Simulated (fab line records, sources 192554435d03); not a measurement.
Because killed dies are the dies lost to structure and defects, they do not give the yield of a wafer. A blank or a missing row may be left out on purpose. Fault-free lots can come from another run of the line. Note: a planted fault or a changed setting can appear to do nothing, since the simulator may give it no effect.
One fault seen from 3 desks + flow n5_finfet + only its own numbers are on each desk; what lay behind them is given at the end

AT THE METROLOGY DESK
Means of the sampled wafers that have a number, per lot and without regard to the tool the lot ran on: this is what the gauges read. Any lot whose mean is over 4 standard deviations away from the usual mean is out of limits and marked OUT; that distance is given in the brackets.
Columns: A = cd_nm at N5_BEOL_M12_CD_MEAS_28, usual 160.3 nm; B = M12_OVL at N5_BEOL_M12_OVL_MEAS_29, usual -4 nm; C = trench_depth_nm at N5_BEOL_M12_OCD_MEAS_35, usual 318 nm; D = M12_THK at N5_BEOL_M12_THK_MEAS_50, usual 314 nm
| lot  | first seen here | A     | B   | C   | D   |
|------|-----------------|-------|-----|-----|-----|
| L634 | day 11 05:26    | 161.5 | -10 | 311 | 308 |
| L633 | day 11 08:33    | 161.2 | 2   | 316 | 311 |
| L639 | day 12 23:22    | 159.4 | -9  | 314 | 311 |
| L642 | day 13 14:13    | 159.1 | -3  | 312 | 305 |
| L644 | day 14 00:33    | 159.9 | -2  | 316 | 311 |
| L648 | day 15 02:22    | 160.7 | -3  | 315 | 309 |
| L655 | day 16 17:15    | 160.5 | -7  | 318 | 312 |
Finding of this desk: none of the 7 lots has anything out of limits.

THE DEFECT DESK
For each lot, the counts of the inspections along the route, averaged over the sampled wafers that have a number. Any lot whose mean is over 4 standard deviations away from the usual mean is out of limits and marked OUT; that distance is given in the brackets.
Columns: A = raw_defect_count at N5_BEOL_M12_INSPECT_30, usual 2.0
| lot  | first seen here | A   |
|------|-----------------|-----|
| L634 | day 11 05:29    | 3.0 |
| L633 | day 11 08:36    | 2.0 |
| L639 | day 12 23:25    | 3.5 |
| L642 | day 13 14:16    | 1.5 |
| L644 | day 14 00:37    | 1.0 |
| L648 | day 15 02:26    | 2.0 |
| L655 | day 16 17:18    | 1.3 |
Finding of this desk: none of the 7 lots has anything out of limits.

TOOL OWNER'S DESK, rie_diel-01
The tool's own readings at N5_BEOL_M12_TRENCH_ETCH_34 (etches SiOC in C4F8/O2/Ar, target depth 318.95 nm, time 125.5 s): means of the sampled wafers that have a number, for each lot that ran on this tool. Any lot whose mean is over 4 standard deviations away from the usual mean is out of limits and marked OUT; that distance is given in the brackets.
Columns: A = drypump_motor_current_A at N5_BEOL_M12_TRENCH_ETCH_34, usual 5.7 A; B = oes_product_au at N5_BEOL_M12_TRENCH_ETCH_34, usual 0.80 a.u.; C = rf_vpp_V at N5_BEOL_M12_TRENCH_ETCH_34, usual 665.6 V; D = showerhead_plenum_p_Torr at N5_BEOL_M12_TRENCH_ETCH_34, usual 3.42 Torr; E = throttle_valve_pct at N5_BEOL_M12_TRENCH_ETCH_34, usual 24.17 %
| lot  | first seen here | A   | B    | C     | D    | E     |
|------|-----------------|-----|------|-------|------|-------|
| L634 | day 11 05:53    | 5.7 | 0.68 | 664.7 | 3.39 | 24.35 |
| L633 | day 11 09:00    | 5.7 | 0.76 | 663.9 | 3.37 | 24.22 |
| L639 | day 12 23:49    | 5.8 | 0.77 | 664.1 | 3.35 | 24.01 |
| L642 | day 13 14:46    | 5.7 | 0.91 | 663.4 | 3.37 | 24.27 |
| L644 | day 14 01:00    | 5.8 | 0.86 | 662.5 | 3.32 | 24.27 |
| L655 | day 16 17:42    | 5.8 | 0.85 | 663.6 | 3.33 | 24.05 |
Finding of this desk: none of the 6 lots has anything out of limits.

TAKEN TOGETHER
Metrology desk: nothing out of limits seen.
No out-of-limits result turned up at the defect desk.
The tool owner's desk saw nothing out of limits.

WHAT WAS PUT IN BY THE SIMULATOR
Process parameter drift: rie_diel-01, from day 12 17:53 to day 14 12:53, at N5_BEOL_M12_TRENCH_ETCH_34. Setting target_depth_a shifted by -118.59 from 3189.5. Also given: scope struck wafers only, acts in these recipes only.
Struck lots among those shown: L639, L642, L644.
